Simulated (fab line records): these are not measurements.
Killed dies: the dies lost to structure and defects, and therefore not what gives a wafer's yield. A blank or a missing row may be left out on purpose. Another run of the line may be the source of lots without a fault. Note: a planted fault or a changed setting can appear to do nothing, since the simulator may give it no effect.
Matching of chambers	flow n5 finfet	rie diel-02 running N5_BEOL_M13_DESCUM_15: 4 sister chambers
The step chemistry O2, time 7.9 s. 4 wafers are shown with their chamber, then 9 later ones without.

WAFERS, EACH WITH ITS CHAMBER
wafer	chamber	drypump motor current A (A)
L090.4	2	6.0
L092.1	3	5.9
L092.2	1	5.6
L092.5	0	4.8

WAFERS MISSING THEIR CHAMBER
wafer	drypump motor current A (A)
L095.1	6.1
L095.2	4.8
L095.4	4.8
L097.4	6.1
L097.5	5.6
L097.6	4.8
L094.1	4.8
L094.4	6.1
L094.5	6.1

WHICH CHAMBER EACH WENT THROUGH
wafer	from the rows above	in truth
L095.1	can't be placed: 2 or 3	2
L095.2	0	0
L095.4	0	0
L097.4	can't be placed: 2 or 3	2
L097.5	1	1
L097.6	0	0
L094.1	0	0
L094.4	can't be placed: 2 or 3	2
L094.5	can't be placed: 2 or 3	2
Correct placement for 5 of the 9. Cannot be placed on the basis of these rows: 4; the candidates contain the true chamber in 4. Wrongly placed: 0.
How it was worked out, from the rows above alone: a wafer's distance from a chamber is the root of the sum, over the readings, of the square of ((its reading less the chamber's mean) divided by the reading's scatter). If the next closest chamber is less than 2 further off than the closest, the wafer can't be placed; otherwise it belongs to the closest. A chamber's mean is the mean of its shown wafers. The scatter (one wafer shown for each chamber): square how far every hidden wafer sits from the nearest shown wafer, average those squares and take the square root.
